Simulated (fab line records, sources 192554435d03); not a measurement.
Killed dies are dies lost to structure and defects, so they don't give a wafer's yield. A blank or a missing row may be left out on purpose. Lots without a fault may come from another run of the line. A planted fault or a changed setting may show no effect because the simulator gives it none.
A struck lot beside a sound one | flow n5_finfet | 18 steps out of a route of 1938
Sound: wafers L158.2, L158.4, L158.5. Struck: wafers L177.1, L177.2, L177.5. The cause comes at the end.
At each step with rows: each side's tool, then ch and its chambers, then its first start. Under that, the readings that differ: sound wafers | struck wafers | difference of the means | sigmas: that difference in standard deviations of wafers without a fault.
alike: readings whose means differ by less than 2 such deviations, and words and numbers that are the same on both sides. not compared: withheld readings, readings that some wafer has no value for, bounds like >300 that may hide the same value, and numbers for which the record gives no deviation and whose values overlap.
The two part at a step that has a row with sigmas, a row that says differs or no value, or rows on one side only. Numbers that don't overlap but have no deviation are shown without sigmas and don't part them. A reading that every wafer of one side lacks parts them only if that side has two wafers or more.

N5_BEOL_M9_ETCH_62: etches SOC in N2/H2, target depth 110 nm, overetch 22 nm, time 165 s.
  sound on rie_diel-05 ch 0,1, day 10 06:04; struck on rie_diel-05 ch 0,1, day 14 16:29
  alike: bias_w, drypump_motor_current_A, oes_product_au, rf_fwd_power_W, rf_vpp_V, showerhead_plenum_p_Torr, temp_c, throttle_valve_pct
  not compared: rf_hours_counter_h
then, 1 step without rows for these wafers: N5_BEOL_M9_STRIP_68 (strips in N2/H2).
N5_BEOL_M9_STRIP_67: strips in CF4.
  sound on rie_diel-05 ch 0,1, day 10 06:13; struck on rie_diel-05 ch 0,1, day 14 16:38
  alike: drypump_motor_current_A, oes_product_au, rf_vpp_V, showerhead_plenum_p_Torr, throttle_valve_pct
  not compared: rf_hours_counter_h
N5_BEOL_M9_HM_OPEN_17: chemistry Cl2/BCl3, target TiN, target depth 20 nm, overetch 6 nm.
  sound on rie_metal-01 ch 0,1, day 10 06:16; struck on rie_metal-02 ch 0,1, day 14 16:40
  alike: bias_w, drypump_motor_current_A, oes_product_au, rf_fwd_power_W, throttle_valve_pct
  not compared: rf_hours_counter_h
N5_BEOL_M9_STRIP_19: strips in O2.
  sound on rie_diel-02 ch 0,3, day 10 06:23; struck on rie_diel-04 ch 1,2,3, day 14 16:47
  reading                         | sound          | struck         | difference | sigmas
  showerhead_plenum_p_Torr (Torr) | 2.23 2.17 2.17 | 2.02 2.12 2.10 | -0.11      | -2
  alike: drypump_motor_current_A, oes_product_au, rf_vpp_V, temp_c, throttle_valve_pct
  not compared: rf_hours_counter_h
N5_BEOL_M9_CD_MEAS_18: pitch 140 nm, target cd 70 nm.
  sound on cd_sem-01, day 10 06:27; struck on cd_sem-01, day 14 16:51
  reading    | sound          | struck         | difference | sigmas
  cd_nm (nm) | 69.4 69.2 69.1 | 70.6 70.9 70.8 | +1.5       | +3
then, 6 steps without rows for these wafers: N5_BEOL_M9_COAT_63 (time 60 s, resist thk 60 nm); N5_BEOL_M9_COAT_64 (time 60 s, resist thk 12 nm); N5_BEOL_M9_COAT_75 (time 60 s, resist thk 5 nm); N5_BEOL_M9_COAT_22 (resist thk 30 nm); N5_BEOL_M9_EBR_24; N5_BEOL_M9_SOFTBAKE_23 (time 60 s).
N5_BEOL_M9_EXPOSE_25: exposes mask V8.
  sound on euv_scanner-01 ch 0, day 10 06:38; struck on euv_scanner-01 ch 0, day 14 19:39
  alike: mask
then, 2 steps without rows for these wafers: N5_BEOL_M9_PEB_26 (peb time 60 s); N5_BEOL_M9_DEVELOP_27 (develop time 30 s).
N5_BEOL_M9_CD_MEAS_28: target cd 70 nm.
  sound on cd_sem-01 ch 0, day 10 06:45; struck on cd_sem-02 ch 0, day 14 19:47
  reading    | sound             | struck            | difference | sigmas
  cd_nm (nm) | 70.35 70.05 70.18 | 76.09 75.84 76.31 | +5.89      | +22
N5_BEOL_M9_OVL_MEAS_29:
  sound on overlay-01 ch 0, day 10 06:47; struck on overlay-01 ch 0, day 14 19:49
  alike: V8_OVL
-- the record jumps here: 2 days lie between the struck wafers' starts before and after (it left off in module BEOL_M9 and takes up again in module PASSIVATION, whose first step shown is number 1936 of the route) --
N5_PASSIVATION_PROBE_49:
  sound on prober-02, day 13 00:20; struck on prober-02, day 17 01:52
  alike: defect_limited_yield, killed_at_M0_to_M3, killed_at_M4_up, killed_at_contacts, killed_at_front_end, killed_at_other, killed_dies, killed_open, killed_short, sort_bin_5_function, sort_bin_6_memory, sort_bin_8_speed, sort_n_pass, sort_yield_pct

WHERE THEY PART
First at N5_BEOL_M9_STRIP_19; last, within this record, at N5_BEOL_M9_CD_MEAS_28. Later steps at which nothing parts them and some readings are alike: N5_BEOL_M9_OVL_MEAS_29, N5_PASSIVATION_PROBE_49.

WHY: what the simulator had put in
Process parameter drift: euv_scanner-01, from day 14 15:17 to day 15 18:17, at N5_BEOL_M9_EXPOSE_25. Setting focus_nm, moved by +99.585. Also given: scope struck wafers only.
